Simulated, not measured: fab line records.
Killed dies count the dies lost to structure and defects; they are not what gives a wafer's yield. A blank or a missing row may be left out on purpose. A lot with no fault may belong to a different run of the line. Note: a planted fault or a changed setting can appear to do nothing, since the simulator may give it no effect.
Matching of chambers || flow nandHarc || 4 sister chambers for NHARC_A_STAIRCASE_ETCH_444 on rieDiel-02
The step etches the open film in C4F8/O2, target depth 20400 nm, time 6800 s. 8 wafers are shown with their chamber, then 10 later ones without.

WAFERS, EACH WITH ITS CHAMBER
{"wafer": "L081.4", "chamber": 2, "rfVppV (V)": 815, "oesProductAu (a.u.)": 0.946}
{"wafer": "L082.3", "chamber": 3, "rfVppV (V)": 807, "oesProductAu (a.u.)": 0.917}
{"wafer": "L082.6", "chamber": 2, "rfVppV (V)": 816, "oesProductAu (a.u.)": 0.934}
{"wafer": "L086.2", "chamber": 3, "rfVppV (V)": 807, "oesProductAu (a.u.)": 0.921}
{"wafer": "L086.3", "chamber": 0, "rfVppV (V)": 802, "oesProductAu (a.u.)": 0.913}
{"wafer": "L086.6", "chamber": 1, "rfVppV (V)": 811, "oesProductAu (a.u.)": 0.910}
{"wafer": "L083.1", "chamber": 0, "rfVppV (V)": 800, "oesProductAu (a.u.)": 0.930}
{"wafer": "L083.2", "chamber": 1, "rfVppV (V)": 812, "oesProductAu (a.u.)": 0.918}

WAFERS WITHOUT THEIR CHAMBER
{"wafer": "L083.3", "rfVppV (V)": 815, "oesProductAu (a.u.)": 0.937}
{"wafer": "L083.4", "rfVppV (V)": 817, "oesProductAu (a.u.)": 0.916}
{"wafer": "L083.6", "rfVppV (V)": 811, "oesProductAu (a.u.)": 0.917}
{"wafer": "L083.5", "rfVppV (V)": 801, "oesProductAu (a.u.)": 0.926}
{"wafer": "L090.1", "rfVppV (V)": 806, "oesProductAu (a.u.)": 0.951}
{"wafer": "L090.5", "rfVppV (V)": 814, "oesProductAu (a.u.)": 0.951}
{"wafer": "L090.6", "rfVppV (V)": 806, "oesProductAu (a.u.)": 0.949}
{"wafer": "L093.3", "rfVppV (V)": 814, "oesProductAu (a.u.)": 0.947}
{"wafer": "L093.4", "rfVppV (V)": 798, "oesProductAu (a.u.)": 0.944}
{"wafer": "L093.6", "rfVppV (V)": 800, "oesProductAu (a.u.)": 0.947}

WHICH CHAMBER EACH ONE RAN IN
{"wafer": "L083.3", "from the rows above": 2, "in truth": 2}
{"wafer": "L083.4", "from the rows above": 2, "in truth": 2}
{"wafer": "L083.6", "from the rows above": 1, "in truth": 1}
{"wafer": "L083.5", "from the rows above": 0, "in truth": 0}
{"wafer": "L090.1", "from the rows above": 3, "in truth": 3}
{"wafer": "L090.5", "from the rows above": 2, "in truth": 2}
{"wafer": "L090.6", "from the rows above": 3, "in truth": 3}
{"wafer": "L093.3", "from the rows above": 2, "in truth": 2}
{"wafer": "L093.4", "from the rows above": 0, "in truth": 0}
{"wafer": "L093.6", "from the rows above": 0, "in truth": 0}
Correct placement for 10 of the 10. Left unplaced by these rows: 0. 0 placed wrongly.
How it was worked out, from the rows above alone: a wafer's distance from a chamber is the root of the sum, over the readings, of the square of ((its reading less the chamber's mean) divided by the reading's scatter). The wafer belongs to the nearest chamber; if the next one is less than 2 further off, it can't be placed. A chamber's mean is the mean of its shown wafers. How the scatter is found: for the shown wafers, subtract from each reading the mean of its chamber, square and add these, divide the total by (wafers less chambers), then take the root.
